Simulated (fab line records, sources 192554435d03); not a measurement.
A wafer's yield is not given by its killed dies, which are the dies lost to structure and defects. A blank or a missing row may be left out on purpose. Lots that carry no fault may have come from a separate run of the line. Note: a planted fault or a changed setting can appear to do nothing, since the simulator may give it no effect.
fab line records	flow n5-finfet
[record] lots = 6	wafers = 16	last-day = 17
route steps=1938 shown BEOL_M1@757 BEOL_M4@1111 PASSIVATION@1936
lots that met no fault: from a run of the same line without faults
start-h: the number of hours between the record's first day and the start of the first shown wafer of the lot	wait-h: hours elapsed since this lot's preceding step	" same as the row above	L1.1+2: a single row standing in for several wafers	- no value, or no start given	* or withheld: withheld	< > ~ a bound
route shown NAME@n: names a module that has steps shown in the file, with the first one's number in the route	usual: the fault-free wafers' mean and standard deviation	same: alike in all rows	chamber/n: place in a boat	sites: each site's reading	_std_site: the standard deviation of these	_edge_site: mean of outer sites minus mean of inner sites	radius-mm: for every site, how far away it sits from the centre of the wafer	mask NAME#n: copy n	behind: the most recent tool/chamber to have shaped the wafer	hold: why the lot went on hold/how many hours it stayed there/how the hold came to an end	device: the transistor (n, p or np) that didn't switch	end of line: at the end of the route, the tests of the same wafers	for a step that has no rows: nothing shown but its recipe	killed: dies lost to structure and defects at the first sort, not the wafer's yield	map: per-die view of a wafer (x killed, . not killed, _ where there is no die)
set.NAME: the setting as run; set.NAME@STEP: as run at that earlier step	model.NAME: the simulator's own value behind a step, which no gauge read
a table for each step, a row for each wafer; lots at some steps of the route
services: a tool's chamber out of use, with start hour (start-h, from the record's first day; less than 0 if before it), hours out, and reason
[[steps]]
[step N5_BEOL_M1_COAT_73]
[recipe] resist = underlayer	temp-c = 205	time-s = 60	spin-rpm = 1500	resist-thk-nm = 5
[step N5_BEOL_M1_COAT_05]
[recipe] resist = CAR-EUV	spin-rpm = 1500	resist-thk-nm = 30
[step N5_BEOL_M1_EBR_07]
[recipe] solvent = PGMEA	ebr-width-mm = 1.5
[step N5_BEOL_M1_SOFTBAKE_06]
[recipe] temp-c = 110	time-s = 60	resist = CAR-EUV
[step N5_BEOL_M1_EXPOSE_08]
[recipe] mask-id = M1	na = 0.33	source-shape = dipole	sigma-inner = 0.369	sigma-outer = 0.767	polarization = unpolarized	dose-mj = 33
[step N5_BEOL_M1_PEB_09]
[recipe] peb-temp-c = 100	peb-time-s = 60	resist = CAR-EUV
[step N5_BEOL_M1_DEVELOP_10]
[recipe] develop-time-s = 30	developer = TMAH	resist = CAR-EUV	rinse-liquid = surfactant-rinse	dry = air-spin	dev-temp-c = 23
[step N5_BEOL_M1_CD_MEAS_11]
[recipe] target-cd-nm = 17.05	landing-energy-ev = 500	detector = se-inlens	polarity = opening
[usual] cd-nm = 17.17/0.23
lot.wafer	tool	chamber	start-h	wait-h	cd-nm
L572.3	cd-sem-03	0	150.51	-	17.40
L572.4	"	0	"	"	17.19
L572.5	"	0	"	"	17.40
L577.3	cd-sem-02	0	182.16	-	17.53
L577.5	"	0	"	"	17.36
L585.1	cd-sem-02	0	229.41	-	17.56
L585.5	"	0	"	"	17.27
L586.2	cd-sem-02	0	237.11	-	16.83
L586.3	"	0	"	"	17.19
L586.5	"	0	"	"	17.33
L589.1	cd-sem-03	0	248.19	-	17.04
L589.2	"	0	"	"	16.95
L589.3	"	0	"	"	16.95
L590.1	cd-sem-02	0	252.04	-	17.10
L590.2	"	0	"	"	17.63
L590.3	"	0	"	"	17.16
[step N5_BEOL_M1_OVL_MEAS_12]
[recipe] points-per-wafer = 522
[usual] M1_OVL = 1.3/0.79
lot.wafer	tool	chamber	start-h	wait-h	M1_OVL[nm]
L572.3	overlay-01	0	150.55	0.0	0.6
L572.4	"	0	"	"	0.3
L572.5	"	0	"	"	1.0
L577.3	overlay-02	0	182.20	0.0	2.1
L577.5	"	0	"	"	2.2
L585.1	overlay-01	0	229.44	0.0	-0.1
L585.5	"	0	"	"	-0.1
L586.2	overlay-02	0	237.15	0.0	0.5
L586.3	"	0	"	"	0.3
L586.5	"	0	"	"	1.4
L589.1	overlay-02	0	248.22	0.0	1.4
L589.2	"	0	"	"	1.0
L589.3	"	0	"	"	1.0
L590.1	overlay-02	0	252.07	0.0	1.2
L590.2	"	0	"	"	1.7
L590.3	"	0	"	"	1.8
[step N5_BEOL_M1_INSPECT_13]
[recipe] mode = adi	inspect-instrument = brightfield
[usual] raw-defect-count = 434/95
lot.wafer	tool	chamber	start-h	wait-h	raw-defect-count
L572.3	defect-inspect-02	-	150.60	0.0	378
L572.4	"	-	"	"	396
L572.5	"	-	"	"	462
L577.3	defect-inspect-02	-	182.25	0.0	432
L577.5	"	-	"	"	478
L585.1	defect-inspect-02	-	229.49	0.1	605
L585.5	"	-	"	"	482
L586.2	defect-inspect-02	-	237.20	0.0	427
L586.3	"	-	"	"	449
L586.5	"	-	"	"	369
L589.1	defect-inspect-02	-	248.28	0.1	548
L589.2	"	-	"	"	351
L589.3	"	-	"	"	505
L590.1	defect-inspect-02	-	252.13	0.1	416
L590.2	"	-	"	"	467
L590.3	"	-	"	"	579
[step N5_BEOL_M1_DESCUM_16]
[recipe] chemistry = O2	time-s = 7	source-power-w = 50	bias-power-w = 20	pressure-mtorr = 20	rf-frequency-hz = 2.712e+07	temp-c = 40	resist = CAR-EUV	o2-flow-sccm = 225
[usual] drypump-motor-current-A = 5.5/0.35	oes-product-au = 0.77/0.087	rf-vpp-V = 243.4/1.2	showerhead-plenum-p-Torr = 2.11/0.061	throttle-valve-pct = 20.57/0.25
lot.wafer	tool	chamber	start-h	wait-h	drypump-motor-current-A	oes-product-au	rf-hours-counter-h	rf-vpp-V	showerhead-plenum-p-Torr	throttle-valve-pct
L572.3	rie-diel-06	2	151.16	0.6	5.0	0.87	53	243.5	2.16	20.51
L572.4	"	1	"	"	6.0	0.71	208	243.7	2.18	20.81
L572.5	"	3	"	"	4.9	0.70	-	241.9	1.98	20.93
L577.3	rie-diel-02	2	182.28	0.0	5.6	0.72	246	243.8	2.11	20.21
L577.5	"	3	"	"	5.7	0.70	-	243.2	2.07	20.76
L585.1	rie-diel-02	3	229.53	0.0	5.7	0.70	247	243.6	2.06	20.79
L585.5	"	3	"	"	5.7	0.70	-	243.6	2.06	20.79
L586.2	rie-diel-02	0	237.24	0.0	5.9	0.84	60	243.3	2.14	20.44
L586.3	"	1	"	"	5.9	0.69	229	242.9	2.10	20.51
L586.5	"	1	"	"	5.9	0.70	-	241.8	2.10	20.54
L589.1	rie-diel-01	1	248.67	0.4	5.5	0.72	180	244.3	2.15	20.41
L589.2	"	2	"	"	5.9	0.70	231	245.1	2.04	20.68
L589.3	"	3	"	"	5.2	0.66	247	242.6	2.07	20.74
L590.1	rie-diel-06	3	252.19	0.1	4.9	0.68	242	240.7	1.97	20.96
L590.2	"	2	"	"	5.0	0.84	82	242.4	2.15	20.53
L590.3	"	0	"	"	5.3	0.73	179	245.2	2.20	20.60
[step N5_BEOL_M1_ETCH_74]
[recipe] chemistry = N2/H2	target = underlayer	target-depth-a = 65	mask-material = CAR-EUV	time-s = 5.2	ion-energy-ev = 200	pressure-mtorr = 30	source-w = 840	bias-w = 150	n2-flow-sccm = 200	h2-flow-sccm = 200	ends = cleared
[usual] drypump-motor-current-A = 5.5/0.35	etch-rf-on-time-s = 5.17/0.17	oes-product-au = 0.65/0.07	rf-vpp-V = 524.5/2.4	showerhead-plenum-p-Torr = 2.55/0.071	throttle-valve-pct = 17.9/0.3
lot.wafer	tool	chamber	start-h	wait-h	drypump-motor-current-A	etch-rf-on-time-s	oes-product-au	rf-hours-counter-h	rf-vpp-V	showerhead-plenum-p-Torr	throttle-valve-pct
L572.3	rie-diel-06	2	151.19	0.0	5.0	4.95	0.78	53	524.7	2.58	17.7
L572.4	"	1	"	"	6.0	5.08	0.60	208	527.9	2.64	18.2
L572.5	"	3	"	"	4.9	5.00	0.61	-	519.3	2.39	18.2
L577.3	rie-diel-02	2	182.32	0.0	5.6	5.40	0.59	246	524.7	2.58	17.7
L577.5	"	3	"	"	5.8	5.23	0.60	-	523.8	2.51	18.2
L585.1	rie-diel-02	3	229.56	0.0	5.7	5.19	0.59	247	522.8	2.50	18.3
L585.5	"	3	"	"	5.7	5.17	0.59	-	522.5	2.50	18.3
L586.2	rie-diel-02	0	237.27	0.0	5.9	5.45	0.69	60	524.2	2.55	17.5
L586.3	"	1	"	"	5.9	5.33	0.59	229	522.3	2.50	17.7
L586.5	"	1	"	"	5.9	5.33	0.59	-	523.6	2.50	17.7
L589.1	rie-diel-01	1	248.70	0.0	5.5	5.30	0.63	180	527.6	2.63	18.0
L589.2	"	2	"	"	5.9	5.18	0.60	231	523.0	2.51	18.4
L589.3	"	3	"	"	5.2	5.29	0.58	247	521.1	2.50	18.1
L590.1	rie-diel-06	3	252.22	0.0	4.9	5.01	0.59	242	521.7	2.38	18.2
L590.2	"	2	"	"	5.0	4.95	0.73	82	524.9	2.57	17.7
L590.3	"	0	"	"	5.3	4.95	0.64	179	524.3	2.65	18.0
[step N5_BEOL_M1_ETCH_63]
[recipe] chemistry = CF4	target = SiARC	target-depth-a = 156	mask-material = CAR-EUV	time-s = 26	ion-energy-ev = 80	pressure-mtorr = 40	source-w = 545	bias-w = 36	Ar_flow_sccm = 100	cf4-flow-sccm = 100	ends = cleared
[usual] drypump-motor-current-A = 5.5/0.36	etch-rf-on-time-s = 25.8/0.85	oes-product-au = 0.65/0.071	rf-vpp-V = 184.2/1.1	showerhead-plenum-p-Torr = 2.15/0.048	throttle-valve-pct = 15.72/0.29
lot.wafer	tool	chamber	start-h	wait-h	drypump-motor-current-A	etch-rf-on-time-s	oes-product-au	rf-hours-counter-h	rf-vpp-V	showerhead-plenum-p-Torr	throttle-valve-pct
L572.3	rie-diel-06	2	151.21	0.0	5.0	24.7	0.77	53	184.7	2.15	15.37
L572.4	"	1	"	"	6.0	25.4	0.61	208	185.6	2.21	15.87
L572.5	"	3	"	"	4.9	25.2	0.61	-	181.6	2.06	16.29
L577.3	rie-diel-02	2	182.33	0.0	5.6	27.3	0.58	246	182.3	2.17	15.56
L577.5	"	3	"	"	5.7	26.6	0.60	-	183.7	2.10	15.91
L585.1	rie-diel-02	3	229.58	0.0	5.7	42.5	0.46	247	183.6	2.10	15.92
L585.5	"	3	"	"	5.7	26.5	0.59	-	183.5	2.10	15.94
L586.2	rie-diel-02	0	237.29	0.0	5.8	43.5	0.56	60	185.2	2.18	15.62
L586.3	"	1	"	"	5.9	26.6	0.59	229	183.3	2.13	15.62
L586.5	"	1	"	"	5.9	26.6	0.59	-	183.8	2.13	15.60
L589.1	rie-diel-01	1	248.72	0.0	5.5	26.9	0.62	180	186.3	2.20	15.70
L589.2	"	2	"	"	5.9	26.4	0.60	231	184.2	2.11	16.04
L589.3	"	3	"	"	5.2	26.4	0.58	247	183.6	2.10	15.94
L590.1	rie-diel-06	3	252.24	0.0	4.9	25.2	0.59	242	182.3	2.05	16.35
L590.2	"	2	"	"	5.1	24.6	0.73	82	184.6	2.14	15.44
L590.3	"	0	"	"	5.3	24.3	0.64	179	185.7	2.21	15.50
[step N5_BEOL_M1_ETCH_64]
[recipe] chemistry = N2/H2	target = SOC	target-depth-a = 750	overetch-a = 150	mask-material = SiARC	temp-c = 40	time-s = 112.5	ion-energy-ev = 200	pressure-mtorr = 30	source-w = 840	bias-w = 150	n2-flow-sccm = 200	h2-flow-sccm = 200
[usual] drypump-motor-current-A = 5.5/0.35	oes-product-au = 0.60/0.064	rf-vpp-V = 524.4/2	showerhead-plenum-p-Torr = 2.55/0.071	throttle-valve-pct = 17.9/0.3
lot.wafer	tool	chamber	start-h	wait-h	drypump-motor-current-A	oes-product-au	rf-hours-counter-h	rf-vpp-V	showerhead-plenum-p-Torr	throttle-valve-pct
L572.3	rie-diel-06	2	151.24	0.0	5.1	0.69	53	526.2	2.58	17.6
L572.4	"	1	"	"	6.0	0.56	208	527.9	2.63	18.2
L572.5	"	3	"	"	4.9	0.55	-	519.8	2.39	18.1
L577.3	rie-diel-02	2	182.36	0.0	5.6	0.55	246	525.5	2.58	17.6
L577.5	"	3	"	"	5.8	0.57	-	522.6	2.51	18.2
L585.1	rie-diel-02	3	229.61	0.0	5.7	0.55	247	522.5	2.50	18.2
L585.5	"	3	"	"	5.7	0.55	-	521.9	2.50	18.2
L586.2	rie-diel-02	0	237.32	0.0	5.8	0.67	60	524.4	2.55	17.5
L586.3	"	1	"	"	5.9	0.56	229	523.1	2.50	17.7
L586.5	"	1	"	"	5.9	0.55	-	521.8	2.50	17.7
L589.1	rie-diel-01	1	248.75	0.0	5.5	0.58	180	527.3	2.63	17.9
L589.2	"	2	"	"	5.9	0.56	231	522.8	2.51	18.3
L589.3	"	3	"	"	5.2	0.54	247	523.6	2.50	18.1
L590.1	rie-diel-06	3	252.27	0.0	4.9	0.54	242	520.4	2.38	18.2
L590.2	"	2	"	"	5.0	0.66	82	526.1	2.56	17.7
L590.3	"	0	"	"	5.3	0.58	179	526.6	2.65	17.9
[step N5_BEOL_M4_RC_MEAS_101]
[usual] DIBL_N = 36.0/2	DIBL_P = 35.9/2.5	IOFF_N = 0.16/0.038	IOFF_P = 0.21/0.04	ION_N = 675/14	ION_P = 462/9.4	SS_N = 71.5/0.75	SS_P = 73.2/0.74	VT_N = 250/3.9	VT_P = -251/3.2
lot.wafer	tool	chamber	start-h	wait-h	DIBL_N[mV/V]	DIBL_P[mV/V]	IOFF_N[nA/um]	IOFF_P[nA/um]	ION_N[uA/um]	ION_P[uA/um]	SS_N[mV/dec]	SS_P[mV/dec]	VT_N[mV]	VT_P[mV]
L572.3	prober-01	0	197.43	0.3	39.6	40.5	0.21	0.26	679	463	72.7	73.6	247	-250
L572.4	"	0	"	"	35.5	36.5	0.13	0.19	644	446	70.8	73.6	255	-254
L572.5	"	0	"	"	38.2	37.5	0.19	0.20	671	452	72.4	74.1	249	-255
L577.3	prober-01	0	216.57	0.3	36.9	36.2	0.16	0.19	664	446	72.3	73.2	251	-255
L577.5	"	0	"	"	33.9	34.4	0.12	0.16	653	451	71.8	72.8	253	-258
L585.1	prober-02	0	269.86	0.0	33.6	34.1	0.12	0.17	669	457	71.5	72.7	255	-253
L585.5	"	0	"	"	33.3	34.8	0.12	0.18	656	459	71.2	72.7	255	-253
L586.2	prober-02	0	272.91	0.2	39.4	38.9	0.21	0.26	692	467	72.4	73.6	244	-247
L586.3	"	0	"	"	36.2	35.8	0.14	0.20	678	467	71.9	72.8	251	-249
L586.5	"	0	"	"	40.1	41.3	0.23	0.30	697	476	71.4	73.6	244	-247
L589.1	prober-01	0	295.73	0.0	38.2	37.8	0.19	0.24	693	472	72.2	73.3	247	-250
L589.2	"	0	"	"	35.3	35.8	0.12	0.22	653	462	70.7	73.6	254	-250
L589.3	"	0	"	"	38.5	37.4	0.18	0.24	668	457	72.6	73.9	251	-250
L590.1	prober-01	0	300.77	0.0	32.7	31.4	0.10	0.14	658	453	71.3	71.8	255	-255
L590.2	"	0	"	"	33.0	31.8	0.11	0.14	659	458	70.3	71.8	255	-257
L590.3	"	0	"	"	37.0	37.5	0.14	0.20	673	463	71.5	73.6	252	-252
[step N5_PASSIVATION_PROBE_49]
[usual] defect-limited-yield = 91.3/1.5	killed_at_M0_to_M3 = 33/12	killed_at_M4_up = 15/5.2	killed-at-contacts = 12/5.1	killed-at-front-end = 39/11	killed-at-other = 5/3.6	killed-dies = 103/18	killed-on-rim = 14/4.3	killed-open = 67/13	killed-short = 33/7.8	sort_bin_5_function = 5.1/0.96	sort_bin_6_memory = 3.2/0.71	sort-n-pass = 1077/18	sort-yield-pct = 91.3/1.5
[same] gross-dies = 1180	killed-at-back-side = 0	sort_bin_4_leakage[%] = 0	sort_bin_8_speed[%] = 0
lot.wafer	tool	chamber	start-h	wait-h	defect-limited-yield[%]	killed_at_M0_to_M3	killed_at_M4_up	killed-at-contacts	killed-at-front-end	killed-at-other	killed-dies	killed-on-rim	killed-open	killed-short	sort_bin_5_function[%]	sort_bin_6_memory[%]	sort-n-pass	sort-yield-pct[%]
L577.3	prober-01	-	313.86	0.1	91.5	34	10	14	41	1	100	15	67	33	4.5	3.3	1080	91.5
L577.5	prober-01	-	313.96	0.2	91.6	20	14	11	52	2	99	15	64	35	5.1	3.1	1081	91.6
L585.1	prober-01	-	365.18	0.0	92.6	29	12	10	25	11	87	11	53	33	4.7	2.5	1093	92.6
L586.3	prober-01	-	383.42	0.2	88.1	51	16	21	48	4	140	21	106	31	6.6	4.9	1040	88.1
L590.1	prober-01	-	400.87	0.0	90.2	37	12	13	51	3	116	11	72	40	5.8	3.3	1064	90.2
L590.2	prober-01	-	400.92	0.1	91.3	29	12	14	42	6	103	16	71	28	5.1	3.1	1077	91.3
L590.3	prober-01	-	400.97	0.1	92.8	31	4	11	37	2	85	10	54	28	4.2	2.5	1095	92.8
// killed by level:class
L577.3 STI_FIN_REVEAL:geometric-particle:open=17 MOL_CONTACT_COAG:geometric-particle:open=9 BEOL_M3:geometric-particle:open=9 BEOL_M1:geometric-particle:open=8 FIN_SAQP:geometric-particle:short=7 BEOL_M3:geometric-particle:short=6 MOL_CONTACT_COAG:geometric-particle:short=5 BEOL_M0_SAQP:geometric-particle:open=5
L577.5 FIN_SAQP:geometric-particle:open=15 FIN_SAQP:geometric-particle:short=13 STI_FIN_REVEAL:geometric-particle:open=10 MOL_CONTACT_COAG:geometric-particle:open=9 BEOL_M0_SAQP:geometric-particle:short=6 BEOL_M4:geometric-particle:open=5 DUMMY_GATE:geometric-particle:open=4 BEOL_M0_SAQP:geometric-particle:open=3
L585.1 MOL_CONTACT_COAG:geometric-particle:open=9 BEOL_M0_SAQP:geometric-particle:short=8 FIN_SAQP:geometric-particle:open=7 BEOL_M2:geometric-particle:open=7 BEOL_M3:geometric-particle:open=5 FIN_SAQP:geometric-particle:short=4 BEOL_M0_SAQP:geometric-particle:open=4 BEOL_M4:geometric-particle:open=4
L586.3 STI_FIN_REVEAL:geometric-particle:open=17 MOL_CONTACT_COAG:geometric-particle:open=16 FIN_SAQP:geometric-particle:open=11 BEOL_M3:geometric-particle:open=11 BEOL_M0_SAQP:geometric-particle:open=9 BEOL_M1:geometric-particle:open=9 FIN_SAQP:geometric-particle:short=8 BEOL_M2:geometric-particle:open=7
L590.1 STI_FIN_REVEAL:geometric-particle:open=12 FIN_SAQP:geometric-particle:short=11 BEOL_M3:geometric-particle:open=11 MOL_CONTACT_COAG:geometric-particle:open=9 STI_FIN_REVEAL:geometric-particle:short=6 BEOL_M0_SAQP:geometric-particle:open=6 FIN_SAQP:geometric-particle:open=5 BEOL_M0_SAQP:geometric-particle:short=5
L590.2 STI_FIN_REVEAL:geometric-particle:open=13 MOL_CONTACT_COAG:geometric-particle:open=11 BEOL_M0_SAQP:geometric-particle:open=10 FIN_SAQP:geometric-particle:open=7 FIN_SAQP:geometric-particle:short=6 BEOL_M3:geometric-particle:open=6 BEOL_M0_SAQP:geometric-particle:short=5 BEOL_M4:geometric-particle:open=4
L590.3 STI_FIN_REVEAL:geometric-particle:open=12 MOL_CONTACT_COAG:geometric-particle:open=8 BEOL_M0_SAQP:geometric-particle:short=7 FIN_SAQP:geometric-particle:short=6 FIN_SAQP:geometric-particle:open=6 BEOL_M3:geometric-particle:open=5 BEOL_M2:geometric-particle:short=4 DUMMY_GATE:geometric-particle:open=4
[[services]]
tool	chamber	start-h	hours	kind
rie-diel-06	2	139.56	7.7	repair
rie-diel-01	3	142.69	2.2	repair
rie-diel-02	1	178.83	7.1	repair
rie-diel-02	2	196.07	-	clean
rie-diel-02	2	196.07	-	consumable-replace:focus-ring
rie-diel-02	2	196.07	16.8	scheduled-down
rie-diel-02	2	196.07	16.8	vent-cycle
rie-diel-01	2	220.13	3.2	repair
rie-diel-02	3	236.85	-	clean
rie-diel-02	3	236.85	-	consumable-replace:focus-ring
rie-diel-02	3	236.85	19.3	scheduled-down
rie-diel-02	3	236.85	19.3	vent-cycle
[[key]]
[first-sign] step = N5_BEOL_M1_ETCH_63	reading = etch-rf-on-time-s	direction = up	sigmas = 20	usual = *	struck = *
effect none on later readings
met-at N5_BEOL_M1_ETCH_63
struck-wafers L585.1,L586.2
onset-between 182.33 229.58
[fault] kind = process-parameter-drift	tool = rie-diel-02	chamber = -	onset-h = 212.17	steps = N5_BEOL_M1_ETCH_63	channel = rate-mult	offset = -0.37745	shape = step	end-h = 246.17	scope = struck-wafers-only
